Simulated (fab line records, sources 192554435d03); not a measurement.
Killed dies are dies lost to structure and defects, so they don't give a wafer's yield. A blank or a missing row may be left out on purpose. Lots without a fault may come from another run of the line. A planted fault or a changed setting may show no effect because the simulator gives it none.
Chamber matching | flow n5_finfet | N5_BEOL_M2_VIA_ETCH_34 on rie_diel-01: 4 sister chambers
The step etches the open film in C4F6/O2, target depth 69.4 nm, time 65.9 s. 7 wafers are shown with their chamber, then 11 later ones without.

WAFERS WITH THEIR CHAMBER
wafer  | chamber | drypump_motor_current_A (A) | throttle_valve_pct (%)
L078.1 | 2       | 5.0                         | 30.60
L084.5 | 1       | 5.6                         | 30.94
L085.2 | 1       | 5.7                         | 30.95
L085.4 | 0       | 6.5                         | 30.76
L086.2 | 0       | 6.5                         | 30.77
L086.4 | 3       | 5.2                         | 31.10
L088.1 | 3       | 5.2                         | 31.10

WAFERS WITHOUT THEIR CHAMBER
wafer  | drypump_motor_current_A (A) | throttle_valve_pct (%)
L088.2 | 5.7                         | 30.96
L088.4 | 5.0                         | 30.41
L089.2 | 5.2                         | 31.11
L089.3 | 6.5                         | 30.77
L089.5 | 5.6                         | 30.95
L093.3 | 6.5                         | 30.79
L093.4 | 5.0                         | 30.42
L093.5 | 5.6                         | 30.99
L097.1 | 6.5                         | 30.79
L097.2 | 5.0                         | 30.43
L097.5 | 5.2                         | 31.13

WHICH CHAMBER EACH WENT THROUGH
wafer  | from the rows above | in truth
L088.2 | 1                   | 1
L088.4 | 2                   | 2
L089.2 | 3                   | 3
L089.3 | 0                   | 0
L089.5 | 1                   | 1
L093.3 | 0                   | 0
L093.4 | 2                   | 2
L093.5 | 1                   | 1
L097.1 | 0                   | 0
L097.2 | 2                   | 2
L097.5 | 3                   | 3
Placed correctly: 11 of 11. Can't be placed from these rows: 0. Placed wrongly: 0.
How it was worked out, from the rows above alone: a wafer's distance from a chamber is the root of the sum, over the readings, of the square of ((its reading less the chamber's mean) divided by the reading's scatter). The wafer belongs to the nearest chamber; if the next one is less than 2 further off, it can't be placed. A chamber's mean is the mean of its shown wafers. The scatter: the root of (the sum of the squares of (reading less its chamber's mean) over the shown wafers, divided by (wafers less chambers)).
